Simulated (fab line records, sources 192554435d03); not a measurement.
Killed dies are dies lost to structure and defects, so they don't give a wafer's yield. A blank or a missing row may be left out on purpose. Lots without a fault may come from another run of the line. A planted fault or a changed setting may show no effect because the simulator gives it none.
Which tool did it? | flow n5_finfet | 10 lots, 30 wafers sampled, at 5 steps of a route of 1938

WHAT THE GAUGES READ, wafer by wafer
N5_WELL_APT_CD_MEAS_25: target cd 200 nm. Usual: cd_nm 200.1 nm, standard deviation 1.4.
lot  | measured    | on        | cd_nm (nm)        | flag
L345 | day 2 15:00 | cd_sem-03 | 199.5 199.7 198.3 |
L346 | day 2 21:05 | cd_sem-01 | 199.2 200.7 201.1 |
L347 | day 3 02:45 | cd_sem-01 | 202.2 199.4 200.2 |
L349 | day 3 14:56 | cd_sem-03 | 201.0 199.3 199.9 |
L353 | day 4 14:53 | cd_sem-01 | 201.4 199.6 201.2 |
L356 | day 5 09:38 | cd_sem-02 | 199.2 199.7 200.1 |
L359 | day 6 03:01 | cd_sem-03 | 199.3 200.7 200.6 |
L360 | day 6 09:50 | cd_sem-03 | 200.4 200.7 200.1 |
L361 | day 6 15:07 | cd_sem-01 | 200.2 200.3 201.7 |
L362 | day 6 21:38 | cd_sem-03 | 202.5 200.9 201.2 |

N5_WELL_APT_INSPECT_27: inspects for defects (macro). Usual: raw_defect_count 1.9, standard deviation 1.2.
lot  | measured    | on                | raw_defect_count | flag
L345 | day 2 15:03 | defect_inspect-02 | 3 1 2            |
L346 | day 2 21:08 | defect_inspect-02 | 0 4 2            |
L347 | day 3 02:48 | defect_inspect-01 | 3 1 2            |
L349 | day 3 14:59 | defect_inspect-02 | 1 3 0            |
L353 | day 4 14:56 | defect_inspect-01 | 2 2 1            |
L356 | day 5 09:41 | defect_inspect-02 | 4 2 2            |
L359 | day 6 03:04 | defect_inspect-02 | 1 3 5            |
L360 | day 6 09:53 | defect_inspect-02 | 4 1 1            |
L361 | day 6 15:10 | defect_inspect-01 | 1 1 1            |
L362 | day 6 21:41 | defect_inspect-01 | 1 3 0            |

N5_BEOL_M4_RC_MEAS_101. Usual: DIBL_N 36.3 mV/V, standard deviation 1.2; DIBL_P 36.1 mV/V, standard deviation 1.6; IOFF_N 0.161 nA/um, standard deviation 0.023; IOFF_P 0.209 nA/um, standard deviation 0.027; ION_N 676 uA/um, standard deviation 8.9; ION_P 462 uA/um, standard deviation 5.3; RS_NWELL 1037 ohm/sq, standard deviation 6.9; SS_N 71.5 mV/dec, standard deviation 0.51; SS_P 73.2 mV/dec, standard deviation 0.5; VT_N 249.1 mV, standard deviation 2.5; VT_P -249.9 mV, standard deviation 2.8.
lot  | measured     | on        | DIBL_N (mV/V)  | DIBL_P (mV/V)  | IOFF_N (nA/um)    | IOFF_P (nA/um)    | ION_N (uA/um) | ION_P (uA/um) | RS_NWELL (ohm/sq) | SS_N (mV/dec)  | SS_P (mV/dec)  | VT_N (mV)         | VT_P (mV)            | flag
L345 | day 8 17:25  | prober-02 | 35.5 34.8 36.0 | 34.7 33.8 35.1 | 0.126 0.121 0.137 | 0.169 0.164 0.182 | 658 664 672   | 450 457 459   | 1032 1026 1036    | 70.6 69.9 70.4 | 72.4 72.7 72.3 | 250.9 252.8 252.8 | -255.3 -255.6 -254.5 |
L346 | day 9 04:35  | prober-02 | 37.6 36.4 37.9 | 36.7 36.1 37.3 | 0.184 0.168 0.192 | 0.262 0.241 0.272 | 682 686 678   | 471 468 465   | 1044 1035 1027    | 71.5 71.5 71.8 | 73.2 73.4 73.4 | 245.7 247.2 248.0 | -246.9 -244.0 -243.8 |
L347 | day 9 12:39  | prober-02 | 36.5 37.4 37.1 | 35.8 37.8 37.4 | 0.158 0.188 0.198 | 0.203 0.239 0.240 | 669 675 683   | 459 459 466   | 1039 1032 1027    | 71.6 71.5 71.6 | 73.5 73.4 74.4 | 249.0 248.5 248.4 | -249.5 -247.8 -247.9 |
L349 | day 9 14:19  | prober-02 | 36.9 37.7 36.9 | 34.3 35.4 34.6 | 0.153 0.170 0.166 | 0.203 0.221 0.202 | 670 667 674   | 467 462 459   | 1033 1040 1032    | 71.5 71.7 71.5 | 73.2 72.8 72.8 | 249.4 247.7 250.3 | -248.5 -248.0 -252.3 |
L353 | day 11 06:47 | prober-02 | 36.9 35.8 36.5 | 36.3 35.2 35.7 | 0.165 0.153 0.152 | 0.255 0.231 0.236 | 678 678 671   | 471 470 467   | 1033 1046 1039    | 71.0 71.1 71.5 | 72.7 72.7 73.2 | 247.4 244.7 248.8 | -244.3 -244.4 -244.2 |
L356 | day 11 09:02 | prober-02 | 35.0 35.7 34.0 | 35.2 35.9 33.4 | 0.151 0.160 0.135 | 0.197 0.204 0.174 | 676 672 665   | 467 462 457   | 1039 1026 1027    | 71.9 71.9 71.0 | 72.5 73.4 72.6 | 247.9 250.1 251.5 | -250.9 -250.7 -253.3 |
L359 | day 12 11:00 | prober-02 | 38.6 36.7 37.9 | 37.3 34.8 36.1 | 0.201 0.159 0.188 | 0.248 0.206 0.235 | 679 669 688   | 465 455 474   | 1084 1084 1087    | 72.6 71.6 71.8 | 73.9 73.2 73.5 | 247.0 250.7 248.7 | -248.7 -250.7 -246.2 | OFF
L360 | day 12 14:46 | prober-01 | 36.1 35.7 36.0 | 35.0 34.4 35.0 | 0.166 0.149 0.155 | 0.211 0.200 0.201 | 678 675 680   | 459 460 468   | 1030 1039 1030    | 71.1 71.5 71.2 | 72.2 72.8 72.9 | 248.8 249.9 250.0 | -248.8 -248.3 -248.5 |
L361 | day 12 14:43 | prober-02 | 36.8 38.2 37.9 | 37.2 37.8 37.5 | 0.177 0.200 0.186 | 0.220 0.232 0.225 | 679 688 680   | 460 462 467   | 1088 1093 1099    | 72.2 71.8 72.0 | 73.3 73.2 72.1 | 249.4 247.3 247.4 | -250.5 -247.2 -249.5 | OFF
L362 | day 12 20:45 | prober-02 | 34.3 35.8 36.0 | 35.7 36.9 37.6 | 0.117 0.135 0.138 | 0.192 0.214 0.222 | 663 666 673   | 461 463 467   | 1084 1082 1086    | 71.9 71.0 71.6 | 72.9 73.7 73.1 | 254.1 254.6 254.9 | -252.3 -249.9 -250.0 | OFF

WHICH TOOL RAN EACH LOT (tool, then ch and the chambers of the sampled wafers, then the start)
lot  | N5_WELL_APT_IMPLANT_14         | N5_WELL_APT_DESCUM_30
L345 | implanter-01 ch 0, day 2 14:00 | rie_diel-04 ch 2,3, day 2 15:05
L346 | implanter-02 ch 0, day 2 20:01 | rie_diel-01 ch 1,2,3, day 2 21:10
L347 | implanter-01 ch 0, day 3 01:49 | rie_diel-04 ch 0,2,3, day 3 02:52
L349 | implanter-02 ch 0, day 3 13:52 | rie_diel-05 ch 0,1,3, day 3 15:01
L353 | implanter-01 ch 0, day 4 14:02 | rie_diel-04 ch 0,2,3, day 4 15:39
L356 | implanter-01 ch 0, day 5 08:42 | rie_diel-04 ch 0,1,3, day 5 10:22
L359 | implanter-01 ch 0, day 6 01:59 | rie_diel-04 ch 0,3, day 6 03:06
L360 | implanter-02 ch 0, day 6 08:46 | rie_diel-01 ch 2,3, day 6 09:56
L361 | implanter-01 ch 0, day 6 14:02 | rie_diel-01 ch 2,3, day 6 15:29
L362 | implanter-01 ch 0, day 6 20:36 | rie_diel-01 ch 1,3, day 6 21:43
- N5_WELL_APT_IMPLANT_14
- N5_WELL_APT_DESCUM_30: chemistry O2, time 7.9 s.

WHAT THE TOOLS THEMSELVES READ (means of the sampled wafers that have a number; where no wafer has one, the mark that the record gives instead)
N5_WELL_APT_IMPLANT_14. Usual: dose_ions_cm2 1.4999e+13, standard deviation 1.6e+10; faraday_current_uA 190, standard deviation 3.8.
lot  | tool         | dose_ions_cm2 | faraday_current_uA | flag
L345 | implanter-01 | 1.5006e+13    | 187                |
L346 | implanter-02 | 1.4986e+13    | 194                |
L347 | implanter-01 | 1.4998e+13    | 189                |
L349 | implanter-02 | 1.4993e+13    | 188                |
L353 | implanter-01 | 1.5000e+13    | 190                |
L356 | implanter-01 | 1.5016e+13    | 193                |
L359 | implanter-01 | 1.3932e+13    | 178                | OFF
L360 | implanter-02 | 1.4992e+13    | 189                |
L361 | implanter-01 | 1.3923e+13    | 179                | OFF
L362 | implanter-01 | 1.3915e+13    | 178                | OFF

N5_WELL_APT_DESCUM_30. Usual: bias_power_w 20.00 W, standard deviation 0.057; drypump_motor_current_A 5.9 A, standard deviation 0.52; oes_product_au 0.79 a.u., standard deviation 0.074; rf_vpp_V 243.2 V, standard deviation 1.3; showerhead_plenum_p_Torr 2.11 Torr, standard deviation 0.071; throttle_valve_pct 20.38 %, standard deviation 0.21.
lot  | tool        | bias_power_w (W) | drypump_motor_current_A (A) | oes_product_au (a.u.) | rf_vpp_V (V) | showerhead_plenum_p_Torr (Torr) | throttle_valve_pct (%) | flag
L345 | rie_diel-04 | 20.03            | 5.7                         | 0.74                  | 243.7        | 2.17                            | 20.11                  |
L346 | rie_diel-01 | 19.99            | 6.1                         | 0.80                  | 242.5        | 2.08                            | 20.53                  |
L347 | rie_diel-04 | 19.99            | 6.0                         | 0.74                  | 242.8        | 2.11                            | 20.13                  |
L349 | rie_diel-05 | 20.02            | 5.8                         | 0.81                  | 242.9        | 2.14                            | 20.36                  |
L353 | rie_diel-04 | 20.00            | 6.0                         | 0.72                  | 243.6        | 2.11                            | 20.16                  |
L356 | rie_diel-04 | 20.00            | 6.0                         | 0.76                  | 243.2        | 2.09                            | 20.32                  |
L359 | rie_diel-04 | 19.91            | 6.3                         | 0.72                  | 242.7        | 2.05                            | 20.20                  |
L360 | rie_diel-01 | 19.99            | 6.1                         | 0.72                  | 242.7        | 2.06                            | 20.46                  |
L361 | rie_diel-01 | 19.93            | 6.1                         | 0.72                  | 242.0        | 2.06                            | 20.47                  |
L362 | rie_diel-01 | 20.05            | 5.6                         | 0.78                  | 242.2        | 2.04                            | 20.56                  |

THE ANSWER, worked out from the rows above alone
Rule: a lot is off if the mean of its wafers that have a number lies more than 3 standard deviations from the usual mean. A lot without any number at a reading at which 4 lots or more have one is off too. The other lots that the step has rows for count as sound. The gauges are gone through in route order, then the tools' own readings, and for those a lot's mean is taken as printed above. The first step at which some lot is off is used, and at that step the reading that is off furthest; a lot without a number counts as furthest.
Off: L359, L361, L362, at N5_BEOL_M4_RC_MEAS_101 (RS_NWELL).
A tool fits if, at a process step before that reading, it ran every lot that is off, and no sound lot after the first of them. The gauges at N5_BEOL_M4_RC_MEAS_101 aren't tried: what is off there is off at N5_WELL_APT_IMPLANT_14 too, on other tools, and a gauge's error can't cause that. One fits: implanter-01 at N5_WELL_APT_IMPLANT_14. Its last sound lot is L356 (day 5 08:42), its first lot that is off L359 (day 6 01:59): a fault that began between those two fits.
The tool's own readings at N5_WELL_APT_IMPLANT_14 bear it out: on the lots that are off they differ by more than 5 times the standard deviation of the sound lots' means. dose_ions_cm2 reads 1.3923e+13 there against 1.4999e+13 on the sound lots.

WHAT THE SIMULATOR HAD PUT IN
Process parameter drift: implanter-01, from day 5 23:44 on, at N5_WELL_APT_IMPLANT_14. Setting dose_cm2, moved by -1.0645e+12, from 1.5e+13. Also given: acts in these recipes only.
Lots struck among those shown: L359, L361, L362. The rule above found the same.
